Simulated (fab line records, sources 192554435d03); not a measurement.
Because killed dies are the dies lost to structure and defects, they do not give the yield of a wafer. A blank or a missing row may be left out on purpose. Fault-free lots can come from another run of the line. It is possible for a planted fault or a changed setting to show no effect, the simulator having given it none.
Chamber matching    flow n5-finfet    uv-cure-02 running N5_BEOL_M11_CURE_71: 3 sister chambers
The step cures SiCOH lowk, time 240 s. 6 wafers are shown with their chamber, then 7 later ones without.

## WAFERS WITH THEIR CHAMBER
wafer   chamber  wafer_temp_C_max  lamp-power-pct (%)
L080.5  1        386.3             52.35
L080.6  1        386.3             52.45
L083.2  0        386.5             52.19
L083.3  0        386.5             52.22
L086.1  2        386.2             52.32
L086.3  2        386.5             52.35

## WAFERS WITHOUT THEIR CHAMBER
wafer   wafer_temp_C_max  lamp-power-pct (%)
L086.5  386.2             52.27
L091.1  386.0             52.33
L091.4  386.8             52.34
L091.6  386.2             52.30
L092.2  386.5             52.32
L092.3  386.1             52.25
L092.6  385.9             52.33

## THE CHAMBER EACH PASSED THROUGH
wafer   from the rows above           in truth
L086.5  can't be placed: 2 or 0 or 1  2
L091.1  can't be placed: 2 or 1       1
L091.4  can't be placed: 2 or 0 or 1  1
L091.6  can't be placed: 2 or 1 or 0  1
L092.2  can't be placed: 2 or 1 or 0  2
L092.3  can't be placed: 2 or 0 or 1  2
L092.6  can't be placed: 1 or 2       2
Placed correctly: 0 of 7. Cannot be placed on the basis of these rows: 7; the candidates contain the true chamber in 7. Wrongly placed: 0.
How it was worked out, from the rows above alone: a wafer's distance from a chamber is the root of the sum, over the readings, of the square of ((its reading less the chamber's mean) divided by the reading's scatter). If the next closest chamber is less than 2 further off than the closest, the wafer can't be placed; otherwise it belongs to the closest. The mean given for a chamber averages the wafers shown for that chamber. The scatter: the root of (the sum of the squares of (reading less its chamber's mean) over the shown wafers, divided by (wafers less chambers)).
